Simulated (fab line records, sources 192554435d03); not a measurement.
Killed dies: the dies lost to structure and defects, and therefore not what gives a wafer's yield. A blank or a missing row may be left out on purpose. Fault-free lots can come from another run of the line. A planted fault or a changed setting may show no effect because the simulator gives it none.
The tool behind it: which one? -- flow n5 finfet -- 11 lots, 33 wafers sampled, at 3 steps of a route of 1938

WHAT THE GAUGES SHOWED, per wafer
N5_BEOL_M10_CD_MEAS_28 targets a cd of 70 nm.
lot,measured,on,cd nm (nm)
L685,day 10 12:36,cd sem-03,70.6 70.2 69.2
L686,day 10 21:46,cd sem-03,70.7 70.2 69.4
L687,day 11 05:34,cd sem-03,70.3 71.2 70.4
L689,day 11 09:05,cd sem-01,71.2 70.3 70.4
L690,day 12 01:19,cd sem-03,71.2 69.7 71.3
L692,day 12 10:55,cd sem-02,69.5 71.6 71.1
L693,day 13 04:45,cd sem-02,71.2 71.5 71.7
L701,day 14 19:48,cd sem-03,71.2 69.1 70.8
L698,day 14 20:46,cd sem-02,67.8 69.7 70.0
L703,day 15 20:46,cd sem-01,68.1 68.4 69.7
L705,day 16 05:16,cd sem-03,69.0 69.3 68.4

N5_BEOL_M10_OCD_MEAS_38.
lot,measured,on,trench depth nm (nm)
L685,day 10 13:11,ocd-02,147 141 146
L686,day 10 22:59,ocd-02,147 141 142
L687,day 11 06:08,ocd-02,144 146 141
L689,day 11 09:43,ocd-01,148 145 144
L690,day 12 01:54,ocd-01,153 146 146
L692,day 12 11:30,ocd-01,143 143 145
L693,day 13 07:23,ocd-01,146 149 145
L701,day 14 20:23,ocd-02,142 144 142
L698,day 14 21:22,ocd-02,143 149 149
L703,day 15 21:20,ocd-02,154 153 143
L705,day 16 05:50,ocd-02,148 147 150

TOOL THAT RAN EACH LOT (tool first, then ch and the chambers of the sampled wafers, then the start)
lot,N5_BEOL_M10_STRIP_36
L685,"rie diel-02 ch 0,2,3, day 10 12:58"
L686,"rie diel-02 ch 1,3, day 10 22:46"
L687,"rie diel-02 ch 0,1,3, day 11 05:55"
L689,"rie diel-02 ch 0,2, day 11 09:29"
L690,"rie diel-05 ch 0,1,2, day 12 01:41"
L692,"rie diel-02 ch 0,1,2, day 12 11:17"
L693,"rie diel-04 ch 1,2, day 13 07:10"
L701,"rie diel-02 ch 1,3, day 14 20:10"
L698,"rie diel-04 ch 1,2, day 14 21:08"
L703,"rie diel-05 ch 0,1, day 15 21:07"
L705,"rie diel-04 ch 0,1,3, day 16 05:37"
- N5_BEOL_M10_STRIP_36: strips in N2/H2.

AS READ BY THE TOOLS THEMSELVES (means over the sampled wafers that have a number; for cases with no such wafer, the mark the record gives instead)
N5_BEOL_M10_STRIP_36.
lot,tool,bias power w (W),drypump motor current A (A),oes product au (a.u.),power w (W),rf vpp V (V),showerhead plenum p Torr (Torr),throttle valve pct (%)
L685,rie diel-02,6.973,6.1,0.77,449.2,59.7,2.48,23.63
L686,rie diel-02,6.977,6.3,0.76,450.3,61.3,2.54,23.80
L687,rie diel-02,7.015,6.2,0.74,450.2,59.2,2.51,23.69
L689,rie diel-02,7.019,6.0,0.75,449.4,59.2,2.44,23.56
L690,rie diel-05,7.012,5.6,0.79,449.8,58.7,2.51,23.41
L692,rie diel-02,6.988,5.9,0.79,450.7,57.5,2.50,23.63
L693,rie diel-04,6.987,5.4,0.84,450.1,58.8,2.54,23.81
L701,rie diel-02,7.018,6.1,0.87,449.9,57.0,2.56,23.69
L698,rie diel-04,7.006,5.4,0.91,450.6,58.8,2.57,23.55
L703,rie diel-05,6.991,5.5,0.81,449.6,59.3,2.60,23.33
L705,rie diel-04,7.003,5.7,0.84,451.5,58.9,2.57,23.47

THE ANSWER, worked out from the rows above alone
Rule: what is usual is taken from the lots themselves. The widest of any qualifying gaps counts: lots, ordered by their means at a reading, are off when they make up no more than a third of the lots, leave a main group of 4 or more, and stand apart from it by 3 or more times the standard deviation of that group's means. A main group whose means are all the same, to the digits that the tables above print for the reading, isn't used. Also off: a lot with no number at a reading for which 4 or more lots have one. Any other lot the step has rows for is counted as sound. After the gauges, taken in route order, come the tools' own readings; for these a lot's mean is taken, as printed above. At the first step where some lot is off, the reading lying furthest off is the one used; lots without a number count as furthest.
Nothing can be told from this: no lot is off at any reading shown.

WHAT WAS PUT IN BY THE SIMULATOR
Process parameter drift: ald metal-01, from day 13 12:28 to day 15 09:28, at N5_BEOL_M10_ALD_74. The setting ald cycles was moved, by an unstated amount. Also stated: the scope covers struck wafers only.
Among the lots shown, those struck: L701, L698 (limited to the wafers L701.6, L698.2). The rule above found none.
